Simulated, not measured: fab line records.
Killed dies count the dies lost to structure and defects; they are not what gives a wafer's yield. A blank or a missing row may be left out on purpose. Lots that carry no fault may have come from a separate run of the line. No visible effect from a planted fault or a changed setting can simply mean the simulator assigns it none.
Split-lot trial	flow n5-finfet	on a route of 1938 steps: 7 lots, 39 wafers read

## THE SPLIT
At N5_PMOS_HMC_CHANNEL_EPI_EPI_20 (deposits SiGe30, target thk 59 nm), the setting pressure-torr was moved away from the recipe's 20 Torr on 24 of the 39 wafers read, by +8.4% to +15.9%. This setting was run at the recipe's value on the other wafers.

The reading is taken at the split's own step.

## THE READING
SiGe30_of_PMOS_HMC_CHANNEL_EPI_EPI_20.thk-nm (the simulator's own value, which no gauge read), in nm, at N5_PMOS_HMC_CHANNEL_EPI_EPI_20 (deposits SiGe30, target thk 59 nm). The file gives no usual value for it. Here, 15 wafers ran the recipe; their average is 58.85 nm with a standard deviation of 0.65 nm.

wafer	tool, chamber at the split	pressure-torr as run, Torr	against the recipe	SiGe30_of_PMOS_HMC_CHANNEL_EPI_EPI_20.thk-nm, nm	against lot-mates on the recipe
L081.1	epi-rpcvd-01, 0	23.19	+15.9%	62.69	no lot-mate on the recipe
L081.2	epi-rpcvd-01, 0	23.19	+15.9%	62.33	no lot-mate on the recipe
L081.3	epi-rpcvd-01, 0	23.19	+15.9%	62.92	no lot-mate on the recipe
L081.4	epi-rpcvd-01, 0	23.19	+15.9%	63.43	no lot-mate on the recipe
L081.5	epi-rpcvd-01, 0	23.19	+15.9%	63.5	no lot-mate on the recipe
L081.6	epi-rpcvd-01, 0	23.19	+15.9%	63.13	no lot-mate on the recipe
L082.1	epi-rpcvd-04, 0	20	recipe	59.01	-
L082.2	epi-rpcvd-04, 0	20	recipe	59	-
L082.3	epi-rpcvd-04, 0	20	recipe	59.24	-
L082.4	epi-rpcvd-04, 0	20	recipe	58.4	-
L082.5	epi-rpcvd-04, 0	20	recipe	57.9	-
L082.6	epi-rpcvd-04, 0	20	recipe	58.51	-
L087.1	epi-rpcvd-01, 0	22.51	+12.6%	61.68	no lot-mate on the recipe
L087.2	epi-rpcvd-01, 0	22.51	+12.6%	61.28	no lot-mate on the recipe
L087.3	epi-rpcvd-01, 0	22.51	+12.6%	61.08	no lot-mate on the recipe
L087.4	epi-rpcvd-01, 0	22.51	+12.6%	62.41	no lot-mate on the recipe
L087.5	epi-rpcvd-01, 0	22.51	+12.6%	62.11	no lot-mate on the recipe
L087.6	epi-rpcvd-01, 0	22.51	+12.6%	61.88	no lot-mate on the recipe
L088.1	epi-rpcvd-04, 0	22.89	+14.5%	62.3	no lot-mate on the recipe
L088.2	epi-rpcvd-04, 0	22.89	+14.5%	61.53	no lot-mate on the recipe
L088.3	epi-rpcvd-04, 0	22.89	+14.5%	61.1	no lot-mate on the recipe
L088.4	epi-rpcvd-04, 0	22.89	+14.5%	61.82	no lot-mate on the recipe
L088.6	epi-rpcvd-04, 0	22.89	+14.5%	61.82	no lot-mate on the recipe
L088.5	epi-rpcvd-04, 0	22.89	+14.5%	61.98	no lot-mate on the recipe
L093.1	epi-rpcvd-01, 0	20	recipe	58.88	-
L093.2	epi-rpcvd-01, 0	20	recipe	59.28	-
L093.3	epi-rpcvd-01, 0	20	recipe	59.73	-
L093.4	epi-rpcvd-01, 0	20	recipe	59.77	-
L093.5	epi-rpcvd-01, 0	20	recipe	59.81	-
L093.6	epi-rpcvd-01, 0	20	recipe	58.98	-
L096.1	epi-rpcvd-01, 0	21.68	+8.4%	61.64	no lot-mate on the recipe
L096.2	epi-rpcvd-01, 0	21.68	+8.4%	61.1	no lot-mate on the recipe
L096.3	epi-rpcvd-01, 0	21.68	+8.4%	61.4	no lot-mate on the recipe
L096.4	epi-rpcvd-01, 0	21.68	+8.4%	61.39	no lot-mate on the recipe
L096.5	epi-rpcvd-01, 0	21.68	+8.4%	61.72	no lot-mate on the recipe
L096.6	epi-rpcvd-01, 0	21.68	+8.4%	61.19	no lot-mate on the recipe
L097.1	epi-rpcvd-04, 0	20	recipe	57.9	-
L097.2	epi-rpcvd-04, 0	20	recipe	58.67	-
L097.6	epi-rpcvd-04, 0	20	recipe	57.71	-

THE FIT
A straight line over all 39 wafers: SiGe30_of_PMOS_HMC_CHANNEL_EPI_EPI_20.thk-nm changes by +0.235 nm for each +1% of pressure-torr; r = +0.93; the points scatter about the line by 0.62 nm.
Too few moved wafers have a lot-mate on the recipe to fit a line with each lot's own level taken away.

## THE FILE'S OWN FIT
SiGe30_of_PMOS_HMC_CHANNEL_EPI_EPI_20.thk-nm changes by +0.235 nm for each +1% of pressure-torr, r = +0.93.
